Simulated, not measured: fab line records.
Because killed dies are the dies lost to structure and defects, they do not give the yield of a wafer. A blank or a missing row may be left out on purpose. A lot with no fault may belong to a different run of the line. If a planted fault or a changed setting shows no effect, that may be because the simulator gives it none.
Chamber matching || flow n5-finfet || N5_BEOL_M0_SAQP_SPACER1_ETCHBACK_99 on rie-diel-03 has 4 sister chambers
The step etches SiO2 in CHF3/O2, target depth 15.4 nm, time 7.7 s. 16 wafers are shown with their chamber, then 8 later ones without.

== WAFERS, EACH WITH ITS CHAMBER ==
{"wafer": "L082.1", "chamber": 0, "throttle-valve-pct (%)": 18.79, "showerhead-plenum-p-Torr (Torr)": 2.40, "drypump-motor-current-A (A)": 5.6}
{"wafer": "L082.2", "chamber": 2, "throttle-valve-pct (%)": 19.41, "showerhead-plenum-p-Torr (Torr)": 2.42, "drypump-motor-current-A (A)": 5.3}
{"wafer": "L082.6", "chamber": 0, "throttle-valve-pct (%)": 18.78, "showerhead-plenum-p-Torr (Torr)": 2.39, "drypump-motor-current-A (A)": 5.6}
{"wafer": "L084.1", "chamber": 3, "throttle-valve-pct (%)": 19.12, "showerhead-plenum-p-Torr (Torr)": 2.38, "drypump-motor-current-A (A)": 5.7}
{"wafer": "L084.2", "chamber": 2, "throttle-valve-pct (%)": 19.41, "showerhead-plenum-p-Torr (Torr)": 2.41, "drypump-motor-current-A (A)": 5.3}
{"wafer": "L084.5", "chamber": 0, "throttle-valve-pct (%)": 18.78, "showerhead-plenum-p-Torr (Torr)": 2.39, "drypump-motor-current-A (A)": 5.6}
{"wafer": "L086.1", "chamber": 3, "throttle-valve-pct (%)": 19.11, "showerhead-plenum-p-Torr (Torr)": 2.38, "drypump-motor-current-A (A)": 5.7}
{"wafer": "L086.4", "chamber": 0, "throttle-valve-pct (%)": 18.77, "showerhead-plenum-p-Torr (Torr)": 2.39, "drypump-motor-current-A (A)": 5.5}
{"wafer": "L086.5", "chamber": 2, "throttle-valve-pct (%)": 19.43, "showerhead-plenum-p-Torr (Torr)": 2.41, "drypump-motor-current-A (A)": 5.3}
{"wafer": "L088.1", "chamber": 1, "throttle-valve-pct (%)": 18.69, "showerhead-plenum-p-Torr (Torr)": 2.24, "drypump-motor-current-A (A)": 5.2}
{"wafer": "L088.2", "chamber": 0, "throttle-valve-pct (%)": 18.79, "showerhead-plenum-p-Torr (Torr)": 2.39, "drypump-motor-current-A (A)": 5.5}
{"wafer": "L088.5", "chamber": 1, "throttle-valve-pct (%)": 18.71, "showerhead-plenum-p-Torr (Torr)": 2.24, "drypump-motor-current-A (A)": 5.2}
{"wafer": "L090.1", "chamber": 0, "throttle-valve-pct (%)": 18.79, "showerhead-plenum-p-Torr (Torr)": 2.39, "drypump-motor-current-A (A)": 5.6}
{"wafer": "L090.4", "chamber": 1, "throttle-valve-pct (%)": 18.70, "showerhead-plenum-p-Torr (Torr)": 2.24, "drypump-motor-current-A (A)": 5.2}
{"wafer": "L090.5", "chamber": 2, "throttle-valve-pct (%)": 19.42, "showerhead-plenum-p-Torr (Torr)": 2.41, "drypump-motor-current-A (A)": 5.3}
{"wafer": "L092.1", "chamber": 0, "throttle-valve-pct (%)": 18.79, "showerhead-plenum-p-Torr (Torr)": 2.39, "drypump-motor-current-A (A)": 5.6}

SIGNATURES (means of the wafers above)
{"reading": "throttle-valve-pct", "chamber 0": 18.7843, "chamber 1": 18.7000, "chamber 2": 19.4175, "chamber 3": 19.1150, "scatter within a chamber": 0.00864}
{"reading": "showerhead-plenum-p-Torr", "chamber 0": 2.3914, "chamber 1": 2.2400, "chamber 2": 2.4125, "chamber 3": 2.3800, "scatter within a chamber": 0.00366}
{"reading": "drypump-motor-current-A", "chamber 0": 5.571, "chamber 1": 5.200, "chamber 2": 5.300, "chamber 3": 5.700, "scatter within a chamber": 0.0345}
Rule: a wafer lies at a distance from a chamber equal to the root of the sum of squares, over the readings, of (its reading less the chamber's mean, divided by the reading's scatter). If the next closest chamber is less than 2 further off than the closest, the wafer can't be placed; otherwise it belongs to the closest. How the scatter is found: for the shown wafers, subtract from each reading the mean of its chamber, square and add these, divide the total by (wafers less chambers), then take the root.

== WAFERS WHOSE CHAMBER IS MISSING ==
{"wafer": "L092.3", "throttle-valve-pct (%)": 19.14, "showerhead-plenum-p-Torr (Torr)": 2.37, "drypump-motor-current-A (A)": 5.7}
{"wafer": "L092.5", "throttle-valve-pct (%)": 19.45, "showerhead-plenum-p-Torr (Torr)": 2.41, "drypump-motor-current-A (A)": 5.3}
{"wafer": "L093.3", "throttle-valve-pct (%)": 18.71, "showerhead-plenum-p-Torr (Torr)": 2.23, "drypump-motor-current-A (A)": 5.2}
{"wafer": "L093.5", "throttle-valve-pct (%)": 19.46, "showerhead-plenum-p-Torr (Torr)": 2.41, "drypump-motor-current-A (A)": 5.3}
{"wafer": "L093.6", "throttle-valve-pct (%)": 18.70, "showerhead-plenum-p-Torr (Torr)": 2.23, "drypump-motor-current-A (A)": 5.2}
{"wafer": "L097.2", "throttle-valve-pct (%)": 18.80, "showerhead-plenum-p-Torr (Torr)": 2.38, "drypump-motor-current-A (A)": 5.6}
{"wafer": "L097.4", "throttle-valve-pct (%)": 18.73, "showerhead-plenum-p-Torr (Torr)": 2.23, "drypump-motor-current-A (A)": 5.2}
{"wafer": "L097.6", "throttle-valve-pct (%)": 19.17, "showerhead-plenum-p-Torr (Torr)": 2.37, "drypump-motor-current-A (A)": 5.7}

== CHAMBER TAKEN BY EACH ==
{"wafer": "L092.3", "from the rows above": 3, "in truth": 3}
{"wafer": "L092.5", "from the rows above": 2, "in truth": 2}
{"wafer": "L093.3", "from the rows above": 1, "in truth": 1}
{"wafer": "L093.5", "from the rows above": 2, "in truth": 2}
{"wafer": "L093.6", "from the rows above": 1, "in truth": 1}
{"wafer": "L097.2", "from the rows above": 0, "in truth": 0}
{"wafer": "L097.4", "from the rows above": 1, "in truth": 1}
{"wafer": "L097.6", "from the rows above": 3, "in truth": 3}
8 of 8 placed correctly. From these rows, 0 cannot be placed. Number placed wrongly: 0.
